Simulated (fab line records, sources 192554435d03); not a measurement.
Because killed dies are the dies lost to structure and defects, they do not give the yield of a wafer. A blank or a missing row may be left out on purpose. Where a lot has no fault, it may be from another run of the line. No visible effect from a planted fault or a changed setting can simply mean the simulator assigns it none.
The tool behind it: which one? :: flow n5 finfet :: 6 lots (17 wafers sampled), 1 step of a 1938-step route

## WHAT EACH GAUGE READ, for each wafer
N5_BEOL_M10_CD_MEAS_35: target cd 70 nm.
lot: L457
measured: day 11 12:17
on: cd sem-01
cd nm (nm): 70.3 69.9 69.3

lot: L460
measured: day 12 17:45
on: cd sem-03
cd nm (nm): 69.4 69.2 70.0

lot: L465
measured: day 13 13:04
on: cd sem-02
cd nm (nm): 68.0 67.8 67.8

lot: L469
measured: day 14 22:16
on: cd sem-02
cd nm (nm): 70.3 69.5 70.7

lot: L471
measured: day 15 09:16
on: cd sem-02
cd nm (nm): 69.2 69.4 69.0

lot: L473
measured: day 15 14:22
on: cd sem-02
cd nm (nm): 69.7 67.9

## WHICH TOOL RAN EACH LOT (tool, then ch and the chambers of the sampled wafers, then the start)
The record shows no process step preceding these readings.

## THE ANSWER, worked out from the rows above alone
Rule: usual is defined by the lots themselves. Put in order of their means at a reading, lots are off if they are a third of the lots or fewer, leave a main group of 4 or more, and stand apart from it by a gap of 3 or more times the standard deviation of the main group's means; of several such gaps the widest counts. The tables above print the reading to a certain number of digits; a main group whose means all agree to those digits is not used. A lot without any number at a reading at which 4 lots or more have one is off too. Any other lot the step has rows for is counted as sound.
Nothing can be told from this: no lot is off at any reading shown.

## WHAT HAD BEEN PUT IN BY THE SIMULATOR
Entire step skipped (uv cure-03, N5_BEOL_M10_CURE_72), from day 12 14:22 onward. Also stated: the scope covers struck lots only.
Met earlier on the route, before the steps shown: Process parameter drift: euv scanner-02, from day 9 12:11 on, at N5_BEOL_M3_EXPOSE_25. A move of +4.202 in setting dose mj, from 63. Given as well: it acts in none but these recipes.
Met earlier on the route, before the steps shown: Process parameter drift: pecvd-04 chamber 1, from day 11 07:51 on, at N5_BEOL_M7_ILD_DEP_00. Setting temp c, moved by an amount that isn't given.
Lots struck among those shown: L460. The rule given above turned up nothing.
